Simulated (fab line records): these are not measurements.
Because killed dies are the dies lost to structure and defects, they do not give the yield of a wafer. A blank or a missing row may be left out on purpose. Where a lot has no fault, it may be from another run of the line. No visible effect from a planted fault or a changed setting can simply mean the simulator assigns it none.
Matching of chambers	flow nand-harc	NHARC_A_CONTACT_ETCH_75 on rie-diel-07: 4 sister chambers
The step etches the open film in CF4, target depth 39 nm, time 65 s. 24 wafers are shown with their chamber, then 12 later ones without.

## EACH WAFER AND ITS CHAMBER
wafer	chamber	showerhead-plenum-p-Torr (Torr)	oes-product-au (a.u.)	rf-vpp-V (V)
L075.2	3	1.77	1.003	150.3
L075.4	0	1.72	1.006	150.8
L075.6	0	1.72	1.011	151.1
L078.1	3	1.76	1.011	150.3
L078.3	1	1.72	0.993	150.1
L078.5	1	1.72	1.003	150.0
L080.4	2	1.83	0.993	150.7
L080.5	1	1.72	1.005	150.6
L080.6	0	1.72	0.994	152.1
L084.1	1	1.72	0.981	150.3
L084.5	2	1.83	0.994	155.1
L084.6	1	1.72	0.980	151.3
L089.2	0	1.71	0.989	151.0
L089.4	1	1.72	0.976	150.1
L089.5	3	1.76	1.019	151.0
L088.1	2	1.83	0.983	151.1
L088.3	1	1.72	0.981	150.8
L088.4	0	1.71	0.986	150.2
L090.2	0	1.71	0.962	150.5
L090.3	1	1.72	0.998	150.7
L090.6	1	1.72	1.002	150.3
L093.2	0	1.71	0.977	150.1
L093.4	3	1.76	1.014	150.3
L093.6	1	1.72	0.988	149.4

SIGNATURES (means of the wafers above)
reading	chamber 0	chamber 1	chamber 2	chamber 3	scatter within a chamber
showerhead-plenum-p-Torr	1.7143	1.7200	1.8300	1.7625	0.00351
oes-product-au	0.98929	0.99070	0.99000	1.01175	0.0122
rf-vpp-V	150.829	150.360	152.300	150.475	0.933
Rule: distance of a wafer from a chamber = root of the sum over the readings of ((wafer's reading minus chamber's mean) / reading's scatter) squared. If the next closest chamber is less than 2 further off than the closest, the wafer can't be placed; otherwise it belongs to the closest. The scatter: the root of (the sum of the squares of (reading less its chamber's mean) over the shown wafers, divided by (wafers less chambers)).

## WAFERS WITHOUT THEIR CHAMBER
wafer	showerhead-plenum-p-Torr (Torr)	oes-product-au (a.u.)	rf-vpp-V (V)
L094.2	1.83	0.984	153.4
L094.3	1.76	1.012	151.9
L094.5	1.83	0.977	152.5
L096.2	1.76	1.008	150.9
L096.3	1.83	0.975	151.5
L096.5	1.83	0.994	151.9
L095.3	1.72	0.992	150.8
L095.4	1.76	1.019	151.7
L095.5	1.71	0.973	150.8
L097.2	1.72	0.995	152.0
L097.3	1.83	0.994	151.3
L097.5	1.72	0.995	152.6

## WHICH CHAMBER EACH WENT THROUGH
wafer	from the rows above	in truth
L094.2	2	2
L094.3	3	3
L094.5	2	2
L096.2	3	3
L096.3	2	2
L096.5	2	2
L095.3	can't be placed: 1 or 0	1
L095.4	3	3
L095.5	can't be placed: 0 or 1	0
L097.2	can't be placed: 1 or 0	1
L097.3	2	2
L097.5	can't be placed: 1 or 0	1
Placed correctly: 8 of 12. These rows do not allow placing 4 (true chamber among the candidates in 4). Placed wrongly: 0.
